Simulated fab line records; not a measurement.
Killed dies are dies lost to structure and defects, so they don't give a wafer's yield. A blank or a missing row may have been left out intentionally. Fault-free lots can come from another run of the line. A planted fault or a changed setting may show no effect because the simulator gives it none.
What tool caused it? + flow nand harc + 42 wafers sampled from 14 lots at 1 step of a route of 1302

WHAT EACH GAUGE READ, for each wafer
NHARC_A_M1_OVL_MEAS_10: pitch 240 nm. Usual: overlay x nm 0.2 nm, standard deviation 0.93; overlay y nm -0.1 nm, standard deviation 0.73.
| lot  | measured     | on         | overlay x nm (nm) | overlay y nm (nm) | flag |
|------|--------------|------------|-------------------|-------------------|------|
| L217 | day 24 02:33 | overlay-02 | -0.3 0.0 0.3      | -0.9 -0.7 -0.2    |      |
| L220 | day 24 17:00 | overlay-01 | 0.8 0.9 0.3       | -0.3 -0.5 -0.5    |      |
| L219 | day 24 18:23 | overlay-01 | -0.6 -0.7 -1.2    | 0.2 0.2 -0.1      |      |
| L221 | day 25 03:23 | overlay-01 | -1.6 -1.8 -1.1    | 1.9 1.0 0.9       |      |
| L222 | day 25 20:23 | overlay-02 | -1.2 -1.1 -1.2    | -0.1 -0.5 -0.2    |      |
| L224 | day 26 09:35 | overlay-01 | 0.1 0.5 0.7       | 0.0 -0.2 -0.1     |      |
| L225 | day 26 13:52 | overlay-01 | 0.6 0.1 0.3       | 0.1 -0.6 -0.5     |      |
| L229 | day 27 13:32 | overlay-02 | 0.6 0.2 0.4       | -0.3 -0.5 -0.4    |      |
| L227 | day 27 13:52 | overlay-02 | 0.4 0.4 0.3       | -1.3 -0.5 -1.5    |      |
| L237 | day 30 18:42 | overlay-01 | 1.5 0.8 0.8       | 1.7 1.1 1.7       |      |
| L235 | day 30 19:19 | overlay-01 | -0.2 -0.5 0.4     | -0.5 -0.9 -0.4    |      |
| L238 | day 31 22:44 | overlay-01 | -0.3 -0.1 0.2     | 0.6 0.7 0.4       |      |
| L239 | day 32 09:37 | overlay-02 | 0.7 0.5 1.1       | 0.6 0.5 0.6       |      |
| L240 | day 32 22:17 | overlay-02 | -0.3 -0.1 0.2     | 0.5 0.6 0.6       |      |

WHAT TOOL EACH LOT RAN ON (gives the tool, then ch and the chambers of the sampled wafers, and finally the start)
The record holds no process step before these readings.

AS READ BY THE TOOLS THEMSELVES (means over the sampled wafers that have a number; for cases with no such wafer, the mark the record gives instead)
The record holds no such reading with a usual standard deviation.

THE ANSWER, worked out from the rows above alone
Rule: lot off if the mean of its wafers having a number is beyond 3 standard deviations from the usual mean. A lot without any number at a reading at which 4 lots or more have one is off too. Where the step has rows for the other lots, those lots are counted as sound. The gauges are gone through in route order, then the tools' own readings, and for those a lot's mean is taken as printed above. At the first step where some lot is off, the reading lying furthest off is the one used; lots without a number count as furthest.
Across all readings shown, no lot is off: no conclusion can be drawn from this.

WHAT HAD BEEN PUT IN BY THE SIMULATOR
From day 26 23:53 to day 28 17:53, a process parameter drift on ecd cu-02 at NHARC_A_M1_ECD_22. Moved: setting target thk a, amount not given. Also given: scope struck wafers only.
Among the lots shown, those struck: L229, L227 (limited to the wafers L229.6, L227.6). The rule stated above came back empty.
